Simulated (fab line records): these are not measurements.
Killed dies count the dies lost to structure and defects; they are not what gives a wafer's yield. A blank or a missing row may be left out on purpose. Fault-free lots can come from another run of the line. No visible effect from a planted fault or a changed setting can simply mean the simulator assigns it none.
fab line records	flow n5Finfet
record lots=13	wafers=39	lastDay=17
route steps=1938 shown BEOL_M4@1101 PAD_METAL@1896 PASSIVATION@1916
lots with no fault: from the same line, run without faults
startH: the number of hours between the record's first day and the start of the first shown wafer of the lot	waitH: time in hours since the lot's previous step	" same as the row above	L1.1+2: several wafers, shown together as one row	- value missing, or start not given	* or withheld: withheld	< > ~ a bound
route shown NAME@n: names a module that has steps shown in the file, with the first one's number in the route	usual: mean/standard deviation of fault-free wafers	same: alike in all rows	chamber/n: place in a boat	sites: per-site readings	_std_site: the standard deviation of these	_edge_site: inner sites' mean taken away from outer sites' mean	radiusMm: for every site, how far away it sits from the centre of the wafer	mask NAME#n: copy n	behind: tool/chamber where the wafer was last shaped	hold: the reason the lot was held/the length of the hold in hours/how it ended	device: whichever transistor did not switch (one of n, p or np)	end of line: tests run on the same wafers once the route is complete	for a step that has no rows: nothing shown but its recipe	killed: the dies lost at the first sort to structure and to defects; this is not the yield of the wafer	map: shows each die of a wafer: x if killed, . if not, _ if none is there
set.NAME: the setting that was run; set.NAME@STEP: the one run at that earlier step	model.NAME: the simulator's own value behind a step, which no gauge read
the route's steps for a sample of lots (tables are steps, rows are wafers)
services: when a tool's chamber went out of use (startH, in hours from the record's first day, below 0 if earlier), for how many hours, and the reason
## steps
# step N5_BEOL_M4_ECD_50
# recipe material=Cu	targetThkA=3000
lot.wafer	tool	chamber	startH	waitH
L853.2+4+6	ecdCu-02	0,0,1	187.33	0.1
L852.4+5+6	ecdCu-02	1,1,0	188.99	0.1
L857.1+2+6	ecdCu-02	0,1,0	203.53	0.1
L855.1+3+5	ecdCu-02	0,1,0	210.76	0.1
L856.2+4+5	ecdCu-02	0,0,1	213.61	0.1
L859.3+4+5	ecdCu-02	0,1,0	223.10	0.1
L863.1+2+6	ecdCu-02	0,1,1	236.03	0.1
L864.3+4+5	ecdCu-01	0,1,1	261.08	0.1
L868.2+3+4	ecdCu-01	1,0,1	271.41	0.1
L870.2+5+6	ecdCu-01	1,0,1	285.98	0.1
L872.1+5+6	ecdCu-02	1,1,0	299.52	0.1
L871.1+4+5	ecdCu-01	1,0,0	299.66	0.1
L873.2+3+5	ecdCu-01	0,1,1	301.36	0.1
# step N5_PASSIVATION_AL_DEP_21
# recipe material=Al	targetThkA=28000	tempC=400	timeS=170	powerW=30000	chamberPressurePa=0.4	gas=Ar
# usual throttleValvePct=30.3/1
# same timeS=170
lot.wafer	tool	chamber	startH	waitH	throttleValvePct
L852.4	pvdSputter-03	-	282.30	0.1	29.5
L852.5	"	-	"	"	31.7
L852.6	"	-	"	"	31.1
L853.2	pvdSputter-03	-	287.17	0.1	30.0
L853.4	"	-	"	"	31.2
L853.6	"	-	"	"	30.5
L857.1	pvdSputter-03	-	302.26	0.1	31.3
L857.2	"	-	"	"	30.5
L857.6	"	-	"	"	29.5
L855.1	pvdSputter-01	-	313.41	0.1	31.5
L855.3	"	-	"	"	31.2
L855.5	"	-	"	"	31.5
L856.2	pvdSputter-01	-	326.70	0.1	30.9
L856.4	"	-	"	"	31.6
L856.5	"	-	"	"	31.2
L859.3	pvdSputter-02	-	327.00	0.1	30.1
L859.4	"	-	"	"	29.7
L859.5	"	-	"	"	28.0
L863.1	pvdSputter-01	-	345.69	0.1	31.0
L863.2	"	-	"	"	31.1
L863.6	"	-	"	"	31.0
L864.3	pvdSputter-02	-	354.80	0.1	27.8
L864.4	"	-	"	"	29.9
L864.5	"	-	"	"	29.5
L868.2	pvdSputter-03	-	370.57	0.1	29.6
L868.3	"	-	"	"	31.0
L868.4	"	-	"	"	30.4
L870.2	pvdSputter-03	-	386.65	0.1	31.4
L870.5	"	-	"	"	31.5
L870.6	"	-	"	"	31.2
L871.1	pvdSputter-03	-	389.83	0.1	31.3
L871.4	"	-	"	"	30.4
L871.5	"	-	"	"	31.2
L872.1	pvdSputter-03	-	402.23	0.1	31.3
L872.5	"	-	"	"	31.8
L872.6	"	-	"	"	31.2
L873.2	pvdSputter-02	-	402.69	0.1	29.9
L873.3	"	-	"	"	29.4
L873.5	"	-	"	"	29.3
# step N5_PASSIVATION_PECVD_35
# recipe material=SiNx	targetThkA=7000	tempC=400	precursor=SiH4/NH3/N2	pressureTorr=4.9	rfW=1406	timeS=151.3
# usual heaterPowerW=397/100	showerheadPlenumPTorr=8.71/0.086	throttleValvePct=29.8/1.2
# same timeS=151.3
lot.wafer	tool	chamber	startH	waitH	heaterPowerW	showerheadPlenumPTorr	throttleValvePct
L852.4	pecvd-04	0	284.26	0.1	240	8.83	30.3
L852.5	"	1	"	"	313	8.56	32.3
L852.6	"	2	"	"	426	8.79	29.4
L853.2	pecvd-03	2	288.98	0.1	228	8.65	28.4
L853.4	"	2	"	"	282	8.65	28.5
L853.6	"	1	"	"	625	8.75	29.7
L857.1	pecvd-01	1	304.20	0.1	246	8.64	30.0
L857.2	"	2	"	"	477	8.72	28.4
L857.6	"	0	"	"	556	8.66	29.0
L855.1	pecvd-03	1	315.22	0.1	604	8.74	29.8
L855.3	"	2	"	"	358	8.64	28.2
L855.5	"	0	"	"	404	8.70	29.0
L856.2	pecvd-04	2	328.80	0.1	460	8.81	29.6
L856.4	"	1	"	"	255	8.54	32.2
L856.5	"	0	"	"	238	8.84	30.6
L859.3	pecvd-03	0	328.91	0.1	426	8.69	29.1
L859.4	"	1	"	"	594	8.73	29.8
L859.5	"	0	"	"	457	8.73	29.0
L863.1	pecvd-01	1	347.59	0.1	344	8.66	29.4
L863.2	"	0	"	"	525	8.68	29.0
L863.6	"	1	"	"	218	8.65	29.8
L864.3	pecvd-03	0	356.84	0.1	348	8.71	29.3
L864.4	"	0	"	"	405	8.72	29.0
L864.5	"	2	"	"	325	8.63	28.2
L868.2	pecvd-04	2	372.48	0.1	323	8.77	29.8
L868.3	"	1	"	"	404	8.56	31.9
L868.4	"	0	"	"	344	8.85	30.3
L870.2	pecvd-03	2	388.56	0.1	351	8.66	28.5
L870.5	"	2	"	"	223	8.66	28.7
L870.6	"	1	"	"	600	8.72	29.9
L871.1	pecvd-03	1	392.46	0.1	546	8.71	29.8
L871.4	"	2	"	"	360	8.65	28.3
L871.5	"	0	"	"	427	8.72	29.3
L873.2	pecvd-01	0	404.72	0.1	610	8.67	29.0
L873.3	"	2	"	"	444	8.73	28.8
L873.5	"	2	"	"	475	8.73	28.6
L872.1	pecvd-04	1	414.54	0.1	286	8.56	32.4
L872.5	"	2	"	"	377	8.78	29.7
L872.6	"	1	"	"	330	8.56	32.4
# step N5_PASSIVATION_PROBE_49
# usual defectLimitedYield=91.1/1.4	killed_at_M0_to_M3=32/9.3	killed_at_M4_up=13/5.8	killedAtContacts=12/6.3	killedAtFrontEnd=44/12	killedAtOther=3.6/2.7	killedDies=104/17	killedOnRim=14/3.9	killedOpen=69/13	killedShort=34/6.9	sort_bin_5_function=5.2/0.98	sort_bin_6_memory=3.3/0.59	sort_bin_8_speed=0.01/0.039	sortNPass=1075/17	sortYieldPct=91.1/1.4
# same grossDies=1180	killedAtBackSide=0	sort_bin_4_leakage[%]=0
lot.wafer	tool	chamber	startH	waitH	defectLimitedYield[%]	killed_at_M0_to_M3	killed_at_M4_up	killedAtContacts	killedAtFrontEnd	killedAtOther	killedDies	killedOnRim	killedOpen	killedShort	sort_bin_5_function[%]	sort_bin_6_memory[%]	sort_bin_8_speed[%]	sortNPass	sortYieldPct[%]
L852.4	prober-01	-	288.09	0.2	90.2	35	11	10	54	6	116	21	64	43	5.9	3.1	0	1064	90.2
L852.5	prober-01	-	288.14	0.2	91.7	26	5	13	53	1	98	20	62	35	5.3	2.8	0	1082	91.7
L852.6	prober-01	-	288.19	0.3	91.7	39	12	11	32	4	98	11	70	28	4.7	3.5	0	1082	91.7
L853.2	prober-01	-	292.65	0.1	90.6	20	17	11	62	1	111	16	74	32	5.3	3.4	0	1069	90.6
L853.4	prober-01	-	292.75	0.2	91.0	33	11	6	54	2	106	14	67	38	5.8	3.1	0	1074	91.0
L853.6	prober-01	-	292.85	0.3	92.9	31	18	13	21	1	84	12	57	26	4.1	2.8	0	1096	92.9
L857.1	prober-01	-	307.96	0.0	90.3	25	12	15	57	6	115	18	78	36	5.8	3.6	0	1065	90.3
L857.2	prober-01	-	308.01	0.1	92.8	18	8	6	52	1	85	15	62	22	4.2	2.9	0	1095	92.8
L857.6	prober-01	-	308.21	0.3	88.6	30	11	13	76	4	134	24	88	46	7.5	3.5	0	1046	88.6
L855.1	prober-02	-	318.92	0.0	92.1	32	14	4	38	5	93	19	56	35	4.2	3.1	0	1087	92.1
L855.3	prober-02	-	319.02	0.1	92.6	36	13	9	24	5	87	10	65	22	5.0	2.2	0	1093	92.6
L855.5	prober-02	-	319.12	0.2	92.8	27	9	7	40	2	85	14	50	34	4.4	2.5	0	1095	92.8
L856.2	prober-01	-	332.41	0.1	90.7	27	28	8	44	3	110	15	62	48	5.7	3.2	0	1070	90.7
L856.4	prober-01	-	332.51	0.2	93.9	24	9	5	34	0	72	9	50	20	3.1	2.8	0.08	1107	93.8
L856.5	prober-01	-	332.56	0.2	32.7	12	740	4	37	1	794	101	41	26	44.3	17.7	0	386	32.7
L859.3	prober-01	-	332.76	0.1	92.8	37	6	5	32	5	85	16	59	24	4.3	2.8	0	1095	92.8
L859.4	prober-01	-	332.81	0.2	32.4	20	742	2	26	8	798	106	44	19	45.6	16.3	0	382	32.4
L859.5	prober-01	-	332.86	0.2	94.0	29	2	5	22	13	71	9	47	24	3.4	2.3	0	1109	94.0
L863.1	prober-02	-	351.28	0.0	91.5	24	21	13	42	0	100	17	63	37	5.3	3.0	0	1080	91.5
L863.2	prober-02	-	351.33	0.1	33.3	25	730	6	26	0	787	94	36	25	45.3	16.0	0	393	33.3
L863.6	prober-02	-	351.53	0.3	34.1	27	719	4	25	3	778	104	39	22	42.7	18.4	0	402	34.1
L864.3	prober-02	-	360.90	0.1	92.3	34	25	9	23	0	91	9	53	36	4.8	2.6	0	1089	92.3
L864.4	prober-02	-	360.95	0.2	92.0	29	17	8	39	1	94	10	58	35	5.0	2.8	0	1086	92.0
L864.5	prober-02	-	361.00	0.2	89.9	35	22	5	56	1	119	15	78	39	5.7	4.2	0	1061	89.9
L868.2	prober-02	-	376.23	0.1	88.6	34	9	18	69	4	134	10	91	43	7.0	3.8	0	1046	88.6
L868.3	prober-02	-	376.28	0.1	88.6	40	10	8	73	3	134	18	94	36	6.8	3.8	0	1046	88.6
L868.4	prober-02	-	376.33	0.2	90.6	34	8	10	53	6	111	19	77	32	4.9	3.9	0	1069	90.6
L870.2	prober-01	-	392.20	0.1	92.1	33	11	14	30	5	93	15	63	30	4.4	3.2	0	1087	92.1
L870.5	prober-01	-	392.35	0.2	91.7	26	15	19	32	6	98	12	69	29	5.3	3.0	0	1082	91.7
L870.6	prober-01	-	392.40	0.3	88.7	43	17	14	57	2	133	20	94	39	6.7	4.3	0	1047	88.7
L871.1	prober-02	-	396.18	0.0	89.9	48	17	7	37	10	119	23	90	27	5.8	4.1	0	1061	89.9
L871.4	prober-02	-	396.33	0.2	92.0	26	7	10	44	7	94	10	62	31	4.0	3.6	0	1086	92.0
L871.5	prober-02	-	396.38	0.2	91.9	30	13	18	25	10	96	12	61	31	4.8	3.0	0	1084	91.9
L873.2	prober-02	-	408.59	0.1	89.7	42	8	7	62	3	122	21	84	35	6.7	3.2	0	1058	89.7
L873.3	prober-02	-	408.64	0.1	88.6	75	9	13	33	4	134	14	89	41	6.9	3.9	0	1046	88.6
L873.5	prober-02	-	408.74	0.2	88.7	51	7	10	62	3	133	16	88	44	6.7	4.1	0	1047	88.7
L872.1	prober-01	-	418.77	0.0	92.4	31	13	11	32	3	90	9	54	32	4.3	2.7	0	1090	92.4
L872.5	prober-01	-	418.97	0.2	93.0	29	11	8	32	3	83	9	55	24	4.2	2.5	0	1097	93.0
L872.6	prober-01	-	419.02	0.3	93.8	18	7	12	33	3	73	10	51	21	3.6	2.4	0	1107	93.8
# killed by level:class
L852.4 FIN_SAQP:geometricParticle:open=14 BEOL_M0_SAQP:geometricParticle:short=10 MOL_CONTACT_COAG:geometricParticle:open=8 BEOL_M0_SAQP:geometricParticle:open=8 STI_FIN_REVEAL:geometricParticle:open=7 GATE_CUT:geometricParticle:short=7 FIN_SAQP:geometricParticle:short=6 BEOL_M1:geometricParticle:open=6
L852.5 FIN_SAQP:geometricParticle:short=18 FIN_SAQP:geometricParticle:open=14 BEOL_M1:geometricParticle:open=9 MOL_CONTACT_COAG:geometricParticle:open=9 STI_FIN_REVEAL:geometricParticle:open=6 BEOL_M0_SAQP:geometricParticle:open=6 STARTING-WAFER:geometricParticle:open=5 MOL_CONTACT_COAG:geometricParticle:short=4
L852.6 FIN_SAQP:geometricParticle:open=13 MOL_CONTACT_COAG:geometricParticle:open=10 BEOL_M1:geometricParticle:open=9 FIN_SAQP:geometricParticle:short=8 BEOL_M3:geometricParticle:open=6 BEOL_M0_SAQP:geometricParticle:open=5 BEOL_M0:geometricParticle:open=5 BEOL_M1:geometricParticle:short=4
L853.2 FIN_SAQP:geometricParticle:open=20 BEOL_M4:geometricParticle:open=11 FIN_SAQP:geometricParticle:short=9 MOL_CONTACT_COAG:geometricParticle:open=8 STI_FIN_REVEAL:geometricParticle:open=5 DUMMY_GATE:geometricParticle:open=4 BEOL_M0_SAQP:geometricParticle:open=4 HKMG_FIN:areaEtch=4
L853.4 FIN_SAQP:geometricParticle:short=14 STI_FIN_REVEAL:geometricParticle:open=11 FIN_SAQP:geometricParticle:open=9 BEOL_M3:geometricParticle:open=9 BEOL_M0_SAQP:geometricParticle:open=7 MOL_CONTACT_COAG:geometricParticle:open=5 STARTING-WAFER:geometricParticle:open=5 GATE_CUT:geometricParticle:short=4
L853.6 MOL_CONTACT_COAG:geometricParticle:open=10 BEOL_M3:geometricParticle:open=8 BEOL_M4:geometricParticle:open=7 BEOL_M0_SAQP:geometricParticle:open=5 STI_FIN_REVEAL:geometricParticle:open=4 GATE_CUT:geometricParticle:short=4 BEOL_M0:geometricParticle:short=4 BEOL_M7:geometricParticle:open=4
L857.1 STI_FIN_REVEAL:geometricParticle:open=32 MOL_CONTACT_COAG:geometricParticle:open=11 STI_FIN_REVEAL:geometricParticle:short=9 BEOL_M0_SAQP:geometricParticle:open=7 BEOL_M2:geometricParticle:open=7 BEOL_M0_SAQP:geometricParticle:short=6 GATE_CUT:geometricParticle:short=4 MOL_CONTACT_COAG:geometricParticle:short=4
L857.2 STI_FIN_REVEAL:geometricParticle:open=17 GATE_CUT:geometricParticle:short=7 GATE_CUT:geometricParticle:open=7 MOL_CONTACT_COAG:geometricParticle:open=6 BEOL_M0:geometricParticle:open=5 BEOL_M2:geometricParticle:open=5 FIN_SAQP:geometricParticle:short=4 DUMMY_GATE:geometricParticle:open=4
L857.6 STI_FIN_REVEAL:geometricParticle:open=27 GATE_CUT:geometricParticle:short=12 BEOL_M2:geometricParticle:open=10 MOL_CONTACT_COAG:geometricParticle:open=8 GATE_CUT:geometricParticle:open=7 BEOL_M0_SAQP:geometricParticle:short=6 FIN_SAQP:geometricParticle:short=5 FIN_SAQP:geometricParticle:open=5
L855.1 FIN_SAQP:geometricParticle:short=10 FIN_SAQP:geometricParticle:open=9 BEOL_M3:geometricParticle:open=9 BEOL_M0_SAQP:geometricParticle:short=8 STI_FIN_REVEAL:geometricParticle:open=6 BEOL_M0_SAQP:geometricParticle:open=4 BEOL_M1:geometricParticle:open=4 BEOL_M5:geometricParticle:open=4
L855.3 BEOL_M0_SAQP:geometricParticle:short=9 BEOL_M3:geometricParticle:open=8 BEOL_M2:geometricParticle:open=7 MOL_CONTACT_COAG:geometricParticle:open=6 BEOL_M1:geometricParticle:open=6 BEOL_M6:geometricParticle:open=5 ILD0:geometricParticle:open=5 BEOL_M0_SAQP:geometricParticle:open=5
L855.5 BEOL_M2:geometricParticle:open=9 FIN_SAQP:geometricParticle:short=8 STI_FIN_REVEAL:geometricParticle:open=8 MOL_CONTACT_COAG:geometricParticle:open=6 GATE_CUT:geometricParticle:short=5 BEOL_M3:geometricParticle:open=5 DUMMY_GATE:geometricParticle:open=4 BEOL_M1:geometricParticle:open=4
L856.2 BEOL_M4:geometricParticle:open=16 FIN_SAQP:geometricParticle:short=14 FIN_SAQP:geometricParticle:open=8 BEOL_M2:geometricParticle:open=6 DUMMY_GATE:geometricParticle:open=5 BEOL_M3:geometricParticle:open=4 MOL_CONTACT_COAG:geometricParticle:open=4 MOL_CONTACT_COAG:geometricParticle:short=4
L856.4 BEOL_M2:geometricParticle:open=8 STI_FIN_REVEAL:geometricParticle:open=7 DUMMY_GATE:geometricParticle:open=7 BEOL_M1:geometricParticle:open=6 FIN_SAQP:geometricParticle:open=5 FIN_SAQP:geometricParticle:short=4 MOL_CONTACT_COAG:geometricParticle:open=4 GATE_CUT:geometricParticle:short=3
L856.5 BEOL_M4:unspecified=724 FIN_SAQP:geometricParticle:short=8 FIN_SAQP:geometricParticle:open=7 STI_FIN_REVEAL:geometricParticle:open=7 BEOL_M4:geometricParticle:open=5 BEOL_M5:geometricParticle:open=5 GATE_CUT:geometricParticle:short=4 BEOL_M1:geometricParticle:open=4
L859.3 BEOL_M3:geometricParticle:open=12 STI_FIN_REVEAL:geometricParticle:open=10 BEOL_M1:geometricParticle:open=10 DUMMY_GATE:geometricParticle:open=5 BEOL_M3:geometricParticle:short=5 FIN_SAQP:geometricParticle:open=3 SPACER0:geometricParticle:short=3 MOL_CONTACT_COAG:geometricParticle:open=3
L859.4 BEOL_M4:unspecified=735 STI_FIN_REVEAL:geometricParticle:open=7 DUMMY_GATE:geometricParticle:open=5 BEOL_M1:geometricParticle:open=5 BEOL_M3:geometricParticle:open=4 BEOL_M0_SAQP:geometricParticle:open=3 BEOL_M0:geometricParticle:open=3 MIM_TOP_ETCH:geometricParticle:short=3
L859.5 BEOL_M1:geometricParticle:open=10 BEOL_M3:geometricParticle:open=9 DUMMY_GATE:geometricParticle:open=4 GATE_CUT:geometricParticle:short=4 MIM_TOP_ETCH:geometricParticle:open=4 MOL_CONTACT_COAG:geometricParticle:open=3 BEOL_M2:geometricParticle:open=3 STARTING-WAFER:geometricParticle:short=3
L863.1 DUMMY_GATE:geometricParticle:open=11 MOL_CONTACT_COAG:geometricParticle:open=10 GATE_CUT:geometricParticle:short=7 BEOL_M3:geometricParticle:open=6 BEOL_M4:geometricParticle:open=6 FIN_SAQP:geometricParticle:short=5 BEOL_M0_SAQP:geometricParticle:open=5 FIN_SAQP:geometricParticle:open=4
L863.2 BEOL_M4:unspecified=726 FIN_SAQP:geometricParticle:short=13 BEOL_M0_SAQP:geometricParticle:open=9 FIN_SAQP:geometricParticle:open=7 MOL_CONTACT_COAG:geometricParticle:open=6 BEOL_M0_SAQP:geometricParticle:short=6 BEOL_M1:geometricParticle:open=4 BEOL_M3:geometricParticle:open=3
L863.6 BEOL_M4:unspecified=717 BEOL_M3:geometricParticle:open=8 BEOL_M0_SAQP:geometricParticle:short=6 BEOL_M2:geometricParticle:open=5 FIN_SAQP:geometricParticle:open=4 SPACER0:geometricParticle:short=4 BEOL_M0_SAQP:geometricParticle:open=4 FIN_SAQP:geometricParticle:short=3
L864.3 BEOL_M4:geometricParticle:open=14 BEOL_M0_SAQP:geometricParticle:short=11 MOL_CONTACT_COAG:geometricParticle:open=7 BEOL_M0_SAQP:geometricParticle:open=7 BEOL_M2:geometricParticle:open=6 FIN_SAQP:geometricParticle:open=5 STI_FIN_REVEAL:geometricParticle:open=5 BEOL_M2:geometricParticle:short=5
L864.4 FIN_SAQP:geometricParticle:short=14 FIN_SAQP:geometricParticle:open=10 BEOL_M4:geometricParticle:open=10 BEOL_M0_SAQP:geometricParticle:open=8 STI_FIN_REVEAL:geometricParticle:open=7 MOL_CONTACT_COAG:geometricParticle:open=6 BEOL_M2:geometricParticle:open=6 BEOL_M0_SAQP:geometricParticle:short=4
L864.5 FIN_SAQP:geometricParticle:open=19 BEOL_M1:geometricParticle:short=10 FIN_SAQP:geometricParticle:short=9 STI_FIN_REVEAL:geometricParticle:open=9 BEOL_M0_SAQP:geometricParticle:open=9 BEOL_M4:geometricParticle:open=9 DUMMY_GATE:geometricParticle:open=5 BEOL_M2:geometricParticle:open=5
L868.2 STI_FIN_REVEAL:geometricParticle:open=18 MOL_CONTACT_COAG:geometricParticle:open=15 GATE_CUT:geometricParticle:short=11 BEOL_M0_SAQP:geometricParticle:short=11 FIN_SAQP:geometricParticle:open=9 DUMMY_GATE:geometricParticle:open=9 BEOL_M0_SAQP:geometricParticle:open=9 BEOL_M2:geometricParticle:open=9
L868.3 STI_FIN_REVEAL:geometricParticle:open=18 FIN_SAQP:geometricParticle:open=16 DUMMY_GATE:geometricParticle:open=11 FIN_SAQP:geometricParticle:short=9 BEOL_M2:geometricParticle:open=8 BEOL_M0:geometricParticle:open=8 MOL_CONTACT_COAG:geometricParticle:open=7 BEOL_M4:geometricParticle:open=7
L868.4 BEOL_M0_SAQP:geometricParticle:open=10 STI_FIN_REVEAL:geometricParticle:open=8 MOL_CONTACT_COAG:geometricParticle:open=8 FIN_SAQP:geometricParticle:open=7 STARTING-WAFER:geometricParticle:open=7 GATE_CUT:geometricParticle:short=6 BEOL_M3:geometricParticle:open=6 FIN_SAQP:geometricParticle:short=5
L870.2 BEOL_M3:geometricParticle:open=12 MOL_CONTACT_COAG:geometricParticle:open=11 FIN_SAQP:geometricParticle:open=7 FIN_SAQP:geometricParticle:short=6 BEOL_M0_SAQP:geometricParticle:short=6 DUMMY_GATE:geometricParticle:open=5 BEOL_M0_SAQP:geometricParticle:open=4 BEOL_M2:geometricParticle:open=4
L870.5 MOL_CONTACT_COAG:geometricParticle:open=13 BEOL_M3:geometricParticle:open=8 FIN_SAQP:geometricParticle:short=6 BEOL_M4:geometricParticle:open=6 MOL_CONTACT_COAG:geometricParticle:short=6 BEOL_M2:geometricParticle:open=6 STI_FIN_REVEAL:geometricParticle:open=5 FIN_SAQP:geometricParticle:open=4
L870.6 FIN_SAQP:geometricParticle:open=13 BEOL_M0_SAQP:geometricParticle:short=11 MOL_CONTACT_COAG:geometricParticle:open=10 BEOL_M4:geometricParticle:open=10 STI_FIN_REVEAL:geometricParticle:open=9 BEOL_M0_SAQP:geometricParticle:open=9 DUMMY_GATE:geometricParticle:open=7 BEOL_M3:geometricParticle:open=7
L871.1 BEOL_M2:geometricParticle:open=14 STI_FIN_REVEAL:geometricParticle:open=12 BEOL_M4:geometricParticle:open=11 BEOL_M0:geometricParticle:open=11 BEOL_M3:geometricParticle:open=11 FIN_SAQP:geometricParticle:short=7 MOL_CONTACT_COAG:geometricParticle:open=6 DUMMY_GATE:geometricParticle:open=4
L871.4 FIN_SAQP:geometricParticle:open=10 FIN_SAQP:geometricParticle:short=9 MOL_CONTACT_COAG:geometricParticle:open=9 BEOL_M2:geometricParticle:open=7 DUMMY_GATE:geometricParticle:open=5 BEOL_M0_SAQP:geometricParticle:open=5 BEOL_M3:geometricParticle:open=4 PAD_METAL:geometricParticle:short=4
L871.5 MOL_CONTACT_COAG:geometricParticle:open=14 FIN_SAQP:geometricParticle:open=8 BEOL_M4:geometricParticle:open=7 BEOL_M2:geometricParticle:open=7 MIM_BOT:geometricParticle:short=6 FIN_SAQP:geometricParticle:short=5 BEOL_M0_SAQP:geometricParticle:open=5 BEOL_M5:geometricParticle:open=5
L873.2 STI_FIN_REVEAL:geometricParticle:open=20 BEOL_M2:geometricParticle:open=13 FIN_SAQP:geometricParticle:open=12 BEOL_M0_SAQP:geometricParticle:short=9 STI_FIN_REVEAL:geometricParticle:short=6 BEOL_M0_SAQP:geometricParticle:open=6 FIN_SAQP:geometricParticle:short=5 MOL_CONTACT_COAG:geometricParticle:open=5
L873.3 BEOL_M0_SAQP:geometricParticle:open=23 BEOL_M0_SAQP:geometricParticle:short=14 BEOL_M1:geometricParticle:open=10 BEOL_M2:geometricParticle:open=10 MOL_CONTACT_COAG:geometricParticle:open=9 FIN_SAQP:geometricParticle:open=6 STI_FIN_REVEAL:geometricParticle:open=6 BEOL_M0:geometricParticle:open=6
L873.5 STI_FIN_REVEAL:geometricParticle:open=20 BEOL_M2:geometricParticle:open=17 FIN_SAQP:geometricParticle:open=10 BEOL_M0_SAQP:geometricParticle:short=10 FIN_SAQP:geometricParticle:short=9 MOL_CONTACT_COAG:geometricParticle:open=8 DUMMY_GATE:geometricParticle:open=6 BEOL_M0_SAQP:geometricParticle:open=6
L872.1 FIN_SAQP:geometricParticle:open=12 BEOL_M2:geometricParticle:open=10 MOL_CONTACT_COAG:geometricParticle:open=7 BEOL_M0_SAQP:geometricParticle:open=7 BEOL_M0_SAQP:geometricParticle:short=7 FIN_SAQP:geometricParticle:short=4 STI_FIN_REVEAL:geometricParticle:short=4 STI_FIN_REVEAL:geometricParticle:open=3
L872.5 BEOL_M2:geometricParticle:open=12 STI_FIN_REVEAL:geometricParticle:open=10 BEOL_M0_SAQP:geometricParticle:short=8 MOL_CONTACT_COAG:geometricParticle:open=5 BEOL_M0_SAQP:geometricParticle:open=4 BEOL_M1:geometricParticle:open=4 FIN_SAQP:geometricParticle:open=3 FIN_SAQP:geometricParticle:short=3
L872.6 FIN_SAQP:geometricParticle:open=11 MOL_CONTACT_COAG:geometricParticle:open=11 FIN_SAQP:geometricParticle:short=5 BEOL_M0:geometricParticle:open=4 BEOL_M4:geometricParticle:open=4 ILD0:geometricParticle:short=3 BEOL_M2:geometricParticle:open=3 BEOL_M3:geometricParticle:open=3
## services
tool	chamber	startH	hours	kind
pecvd-03	0	179.86	2.1	scheduledDown
pecvd-03	0	183.21	5.5	scheduledDown
pecvd-03	-	196.68	14.6	pm
pecvd-04	-	205.95	1.2	repair
pecvd-03	2	211.28	-	clean
pecvd-03	2	211.28	-	consumableReplace:showerhead
pecvd-03	2	211.28	29.0	scheduledDown
pecvd-03	2	211.28	29.0	ventCycle
pecvd-03	1	213.11	-	calibration
pecvd-04	1	238.99	5.5	scheduledDown
ecdCu-01	-	250.18	0.6	repair
pecvd-03	-	262.15	0.7	repair
ecdCu-01	-	277.76	1.1	repair
pecvd-01	1	294.60	5.9	repair
pvdSputter-02	-	301.83	7.9	repair
pecvd-01	2	323.02	8.5	repair
ecdCu-01	-	344.62	0.2	repair
ecdCu-01	-	361.52	0.9	repair
pecvd-03	1	375.40	5.5	scheduledDown
pecvd-03	-	384.77	0.5	repair
pecvd-03	2	393.31	2.1	scheduledDown
pvdSputter-02	-	394.40	1.9	repair
pvdSputter-01	-	397.65	1.0	repair
ecdCu-02	-	398.42	0.5	repair
## key
firstSign step=N5_PASSIVATION_PROBE_49	reading=killed_at_M4_up	direction=up	sigmas=99+	usual=13	struck=733
effect step=N5_PASSIVATION_PROBE_49	reading=defectLimitedYield	direction=down	sigmas=41	usual=91.1	struck=33.1
moreKillsBornAt N5_BEOL_M4_ECD_50@ecdCu-02=2902
metAt N5_BEOL_M4_ECD_50
struckLots L856,L859,L863
struckWafers L856.5,L859.4,L863.2,L863.6
notActingAt N5_PASSIVATION_AL_DEP_21,N5_PASSIVATION_PECVD_35
onsetBetween 210.76 213.61
fault kind=chamberParticleSource	tool=ecdCu-02	chamber=1	onsetH=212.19	steps=N5_BEOL_M4_ECD_50	ratePerVisitCm2=1.929	endH=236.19
